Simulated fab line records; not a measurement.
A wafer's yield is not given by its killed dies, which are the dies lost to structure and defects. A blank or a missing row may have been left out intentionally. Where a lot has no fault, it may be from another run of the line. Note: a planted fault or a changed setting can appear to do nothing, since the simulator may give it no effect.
Matching of chambers	flow n5-finfet	cmp-03 running N5_MOL_CONTACT_COAG_CMP_52: 4 sister chambers
The step polishes, stops on SiO2, t overpolish 1.5 s, target thk 66.5 nm. 8 wafers are shown with their chamber, then 10 later ones without.

== WAFERS PAIRED WITH THEIR CHAMBERS ==
wafer	chamber	motor-current-A (A)	time-to-endpoint-s (s)
L078.3	1	13.1	13.6
L079.3	2	12.5	8.1
L079.4	1	12.8	11.1
L081.4	2	12.1	10.4
L081.5	0	11.5	15.4
L081.6	3	10.5	11.1
L082.1	3	10.5	14.4
L082.2	0	10.9	14.6

== WAFERS WHOSE CHAMBER IS MISSING ==
wafer	motor-current-A (A)	time-to-endpoint-s (s)
L082.4	12.4	15.2
L087.2	11.8	12.5
L087.3	12.2	14.4
L087.4	10.9	16.9
L089.2	12.0	15.0
L089.4	11.9	15.2
L089.5	11.6	11.4
L095.3	11.8	13.6
L095.4	11.1	15.8
L095.5	10.7	16.3

== EACH ONE'S CHAMBER ==
wafer	from the rows above	in truth
L082.4	can't be placed: 1 or 2 or 0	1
L087.2	can't be placed: 0 or 2 or 1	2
L087.3	can't be placed: 1 or 2 or 0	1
L087.4	can't be placed: 0 or 3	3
L089.2	can't be placed: 0 or 2 or 1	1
L089.4	can't be placed: 0 or 2 or 1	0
L089.5	can't be placed: 0 or 2 or 3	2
L095.3	can't be placed: 0 or 2 or 1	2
L095.4	0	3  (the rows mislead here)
L095.5	can't be placed: 0 or 3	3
Correctly placed: 0 of 10. Not placeable from these rows: 9 (in 9, the candidates include the true chamber). Wrongly placed: 1.
How it was worked out, from the rows above alone: a wafer's distance from a chamber is the root of the sum, over the readings, of the square of ((its reading less the chamber's mean) divided by the reading's scatter). If the next closest chamber is less than 2 further off than the closest, the wafer can't be placed; otherwise it belongs to the closest. A chamber's mean is the mean of its shown wafers. How the scatter is found: for the shown wafers, subtract from each reading the mean of its chamber, square and add these, divide the total by (wafers less chambers), then take the root.
